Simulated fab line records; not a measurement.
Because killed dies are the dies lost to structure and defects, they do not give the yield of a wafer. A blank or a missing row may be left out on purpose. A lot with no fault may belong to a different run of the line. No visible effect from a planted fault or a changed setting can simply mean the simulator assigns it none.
2 desks looking at one fault + flow nand harc + each desk holds nothing but its own numbers, with what lay behind them at the end

== DESK OF THE TOOL OWNER: rie si-05 ==
The tool's own readings at NHARC_A_WL_FILL_ETCHBACK_26 (etches the open film in HBr, target depth 52 nm, time 13.3 s): means of the sampled wafers that have a number, for each lot that ran on this tool. If a lot's mean is further than 4 standard deviations from the usual mean, the lot is out of limits and carries the mark OUT (the distance appears in the brackets).
Columns: A = bias w at NHARC_A_WL_FILL_ETCHBACK_26, usual 60.05 W; B = drypump motor current A at NHARC_A_WL_FILL_ETCHBACK_26, usual 5.88 A; C = oes product au at NHARC_A_WL_FILL_ETCHBACK_26, usual 1.001 a.u.; D = throttle valve pct at NHARC_A_WL_FILL_ETCHBACK_26, usual 23.267 %
| lot  | first seen here | A     | B    | C                | D      |
|------|-----------------|-------|------|------------------|--------|
| L226 | day 16 09:31    | 60.19 | 6.18 | 1.005            | 23.264 |
| L231 | day 17 11:18    | 59.90 | 5.89 | 0.937 (-9.1) OUT | 23.275 |
| L232 | day 18 06:44    | 60.01 | 5.89 | 0.944 (-8.1) OUT | 23.265 |
| L246 | day 22 07:23    | 59.98 | 5.73 | 0.995            | 23.260 |
This desk's verdict: out of limits on L231, L232, starting with L231 at day 17 11:18 (oes product au at NHARC_A_WL_FILL_ETCHBACK_26). Within limits: L226, L246.

== THE METROLOGY DESK ==
What the gauges read for every lot (on any tool): the sampled wafers with a number, averaged. If a lot's mean is further than 4 standard deviations from the usual mean, the lot is out of limits and carries the mark OUT (the distance appears in the brackets).
Columns: A = cd nm at NHARC_A_SLIT_CD_MEAS_09, usual 299.8 nm; B = cd nm at NHARC_A_SLIT_CD_MEAS_21, usual 289.3 nm
| lot  | first seen here | A     | B     |
|------|-----------------|-------|-------|
| L224 | day 14 18:59    | 299.7 | 289.6 |
| L226 | day 15 00:05    | 299.6 | 288.7 |
| L225 | day 15 00:14    | 300.0 | 289.3 |
| L223 | day 15 00:24    | 300.6 | 290.3 |
| L231 | day 15 23:18    | 300.1 | 288.0 |
| L230 | day 16 01:22    | 299.6 | 289.1 |
| L232 | day 16 21:07    | 299.9 | 288.4 |
| L237 | day 17 13:01    | 299.9 | 289.4 |
| L239 | day 18 20:42    | 299.4 | 289.8 |
| L244 | day 19 03:16    | 300.2 | 289.7 |
| L245 | day 19 06:07    | 299.4 | 289.4 |
| L242 | day 19 10:10    | 300.0 | 289.1 |
| L246 | day 20 01:32    | 299.8 | 288.0 |
This desk's verdict: no lot among the 13 shows anything out of limits.

== PUT TOGETHER ==
An alarm could have come from the tool owner's desk at day 17 11:18, on L231, L232.
The metrology desk saw nothing out of limits.
The metrology desk has L231, L232 on record, within its limits.
NHARC_A_WL_FILL_ETCHBACK_26 was run on rie si-05 by each of the lots named.

== WHAT WAS PUT IN BY THE SIMULATOR ==
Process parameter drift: rie si-05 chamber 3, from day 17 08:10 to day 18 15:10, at NHARC_A_WL_FILL_ETCHBACK_26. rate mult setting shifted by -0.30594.
Shown lots that were struck: L231, L232.
Each desk's first reading out of limits, in hours after the fault started: the tool owner's desk, 3.
